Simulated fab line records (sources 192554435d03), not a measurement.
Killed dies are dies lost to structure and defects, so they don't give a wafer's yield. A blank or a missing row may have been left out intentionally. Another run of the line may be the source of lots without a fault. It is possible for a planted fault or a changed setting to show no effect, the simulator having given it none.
Matching of chambers	flow n5 finfet	cvd co-01 running N5_BEOL_M2_CO_CAP_55: 3 sister chambers
The step material Co, precursor CCTBA/H2, target thk 2 nm, time 102.1 s. 6 wafers are shown with their chamber, then 12 later ones without.

## WAFERS, EACH WITH ITS CHAMBER
wafer	chamber	heater power w (W)	susceptor temp C (C)
L086.2	0	230	199.68
L087.3	0	224	200.08
L087.5	2	235	199.53
L090.2	2	241	200.03
L090.3	1	311	199.69
L090.5	1	306	200.04

## WAFERS WHOSE CHAMBER IS MISSING
wafer	heater power w (W)	susceptor temp C (C)
L091.1	242	200.07
L091.4	324	199.57
L091.5	227	200.10
L095.2	306	199.92
L095.4	238	199.91
L095.6	311	199.99
L096.1	325	200.00
L096.2	230	200.20
L096.4	244	199.97
L097.2	320	199.91
L097.4	242	199.94
L097.5	223	199.96

## WHICH CHAMBER EACH ONE RAN IN
wafer	from the rows above	in truth
L091.1	2	2
L091.4	1	1
L091.5	0	0
L095.2	1	1
L095.4	2	2
L095.6	1	1
L096.1	1	1
L096.2	can't be placed: 0 or 2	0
L096.4	2	2
L097.2	1	1
L097.4	2	2
L097.5	0	0
Correctly placed: 11 of 12. From these rows, 1 cannot be placed; in 1 the true chamber is one of the candidates. Number placed wrongly: 0.
How it was worked out, from the rows above alone: a wafer's distance from a chamber is the root of the sum, over the readings, of the square of ((its reading less the chamber's mean) divided by the reading's scatter). If the next closest chamber is less than 2 further off than the closest, the wafer can't be placed; otherwise it belongs to the closest. For every chamber, the mean is computed from those of its wafers that are shown. The scatter: take each reading less its chamber's mean, square it, sum over the shown wafers, divide by the number of wafers less the number of chambers, and take the root.
